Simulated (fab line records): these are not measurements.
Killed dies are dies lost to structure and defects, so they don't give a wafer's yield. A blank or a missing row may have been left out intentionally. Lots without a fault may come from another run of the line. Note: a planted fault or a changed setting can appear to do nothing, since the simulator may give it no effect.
Matching of chambers :: flow nand_harc :: NHARC_A_CHANNEL_FILL_D1_ETCHBACK_20 on rie_diel-10: 4 sister chambers
The step etches the open film in C4F8/O2/Ar, target depth 27 nm, time 13.5 s. 14 wafers are shown with their chamber, then 7 later ones without.

== WAFERS WITH THEIR CHAMBER ==
wafer: L353.1
chamber: 2
rf_vpp_V (V): 975
rf_fwd_power_W (W): 586.4
oes_product_au (a.u.): 0.914

wafer: L353.5
chamber: 1
rf_vpp_V (V): 971
rf_fwd_power_W (W): 591.8
oes_product_au (a.u.): 0.928

wafer: L353.6
chamber: 0
rf_vpp_V (V): 988
rf_fwd_power_W (W): 586.3
oes_product_au (a.u.): 0.911

wafer: L357.1
chamber: 1
rf_vpp_V (V): 972
rf_fwd_power_W (W): 588.3
oes_product_au (a.u.): 1.000

wafer: L357.2
chamber: 3
rf_vpp_V (V): 983
rf_fwd_power_W (W): 590.6
oes_product_au (a.u.): 1.004

wafer: L357.6
chamber: 2
rf_vpp_V (V): 976
rf_fwd_power_W (W): 585.0
oes_product_au (a.u.): 0.988

wafer: L359.1
chamber: 3
rf_vpp_V (V): 981
rf_fwd_power_W (W): 589.4
oes_product_au (a.u.): 1.004

wafer: L359.5
chamber: 3
rf_vpp_V (V): 982
rf_fwd_power_W (W): 588.4
oes_product_au (a.u.): 0.998

wafer: L359.6
chamber: 0
rf_vpp_V (V): 988
rf_fwd_power_W (W): 586.0
oes_product_au (a.u.): 0.979

wafer: L362.1
chamber: 2
rf_vpp_V (V): 975
rf_fwd_power_W (W): 586.5
oes_product_au (a.u.): 0.988

wafer: L362.2
chamber: 0
rf_vpp_V (V): 988
rf_fwd_power_W (W): 588.9
oes_product_au (a.u.): 0.987

wafer: L362.6
chamber: 1
rf_vpp_V (V): 972
rf_fwd_power_W (W): 589.8
oes_product_au (a.u.): 1.005

wafer: L364.2
chamber: 3
rf_vpp_V (V): 981
rf_fwd_power_W (W): 592.4
oes_product_au (a.u.): 0.984

wafer: L364.4
chamber: 1
rf_vpp_V (V): 973
rf_fwd_power_W (W): 588.9
oes_product_au (a.u.): 0.995

SIGNATURES (means of the wafers above)
reading: rf_vpp_V
chamber 0: 988.00
chamber 1: 972.00
chamber 2: 975.33
chamber 3: 981.75
scatter within a chamber: 0.736

reading: rf_fwd_power_W
chamber 0: 587.067
chamber 1: 589.700
chamber 2: 585.967
chamber 3: 590.200
scatter within a chamber: 1.5

reading: oes_product_au
chamber 0: 0.95900
chamber 1: 0.98200
chamber 2: 0.96333
chamber 3: 0.99750
scatter within a chamber: 0.0337
Rule: distance of a wafer from a chamber = root of the sum over the readings of ((wafer's reading minus chamber's mean) / reading's scatter) squared. If the next closest chamber is less than 2 further off than the closest, the wafer can't be placed; otherwise it belongs to the closest. The scatter: the root of (the sum of the squares of (reading less its chamber's mean) over the shown wafers, divided by (wafers less chambers)).

== WAFERS WITH NO CHAMBER GIVEN ==
wafer: L364.6
rf_vpp_V (V): 973
rf_fwd_power_W (W): 589.0
oes_product_au (a.u.): 0.983

wafer: L365.1
rf_vpp_V (V): 971
rf_fwd_power_W (W): 589.3
oes_product_au (a.u.): 0.934

wafer: L365.2
rf_vpp_V (V): 975
rf_fwd_power_W (W): 588.6
oes_product_au (a.u.): 0.923

wafer: L365.3
rf_vpp_V (V): 981
rf_fwd_power_W (W): 590.1
oes_product_au (a.u.): 0.922

wafer: L374.1
rf_vpp_V (V): 971
rf_fwd_power_W (W): 592.0
oes_product_au (a.u.): 0.999

wafer: L374.5
rf_vpp_V (V): 975
rf_fwd_power_W (W): 586.9
oes_product_au (a.u.): 0.988

wafer: L374.6
rf_vpp_V (V): 982
rf_fwd_power_W (W): 590.4
oes_product_au (a.u.): 0.994

== WHICH CHAMBER EACH ONE RAN IN ==
wafer: L364.6
from the rows above: 1
in truth: 1

wafer: L365.1
from the rows above: 1
in truth: 1

wafer: L365.2
from the rows above: 2
in truth: 2

wafer: L365.3
from the rows above: 3
in truth: 3

wafer: L374.1
from the rows above: 1
in truth: 1

wafer: L374.5
from the rows above: 2
in truth: 2

wafer: L374.6
from the rows above: 3
in truth: 3
Placed correctly: 7 of 7. Number that these rows cannot place: 0. Placed wrongly: 0.
